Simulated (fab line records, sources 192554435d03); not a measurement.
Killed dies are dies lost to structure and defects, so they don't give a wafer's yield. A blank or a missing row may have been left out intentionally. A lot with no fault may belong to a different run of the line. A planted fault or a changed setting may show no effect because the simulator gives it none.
Chamber matching	flow n5-finfet	N5_BEOL_M13_ETCH_67 on rie-diel-04: 4 sister chambers
The step etches SiARC in CF4, target depth 143 nm, time 238.3 s. 8 wafers are shown with their chamber, then 7 later ones without.

## EACH WAFER AND ITS CHAMBER
wafer	chamber	showerhead-plenum-p-Torr (Torr)	drypump-motor-current-A (A)
L175.4	3	2.10	5.4
L175.6	2	2.19	5.0
L180.1	0	2.22	5.4
L183.3	3	2.10	5.4
L182.3	0	2.22	5.4
L182.6	1	2.23	5.0
L184.2	1	2.23	5.0
L184.5	2	2.18	4.9

## WAFERS WITHOUT THEIR CHAMBER
wafer	showerhead-plenum-p-Torr (Torr)	drypump-motor-current-A (A)
L184.6	2.10	5.4
L194.2	2.18	5.0
L194.4	2.18	5.0
L194.6	2.21	5.5
L195.4	2.22	5.0
L195.5	2.09	5.4
L195.6	2.18	4.9

## WHICH CHAMBER EACH ONE RAN IN
wafer	from the rows above	in truth
L184.6	3	3
L194.2	2	2
L194.4	2	2
L194.6	0	0
L195.4	1	1
L195.5	3	3
L195.6	2	2
7 of 7 placed correctly. Left unplaced by these rows: 0. Wrongly placed: 0.
How it was worked out, from the rows above alone: a wafer's distance from a chamber is the root of the sum, over the readings, of the square of ((its reading less the chamber's mean) divided by the reading's scatter). If the next closest chamber is less than 2 further off than the closest, the wafer can't be placed; otherwise it belongs to the closest. Each chamber's mean is taken over the wafers shown for it. The scatter: take each reading less its chamber's mean, square it, sum over the shown wafers, divide by the number of wafers less the number of chambers, and take the root.
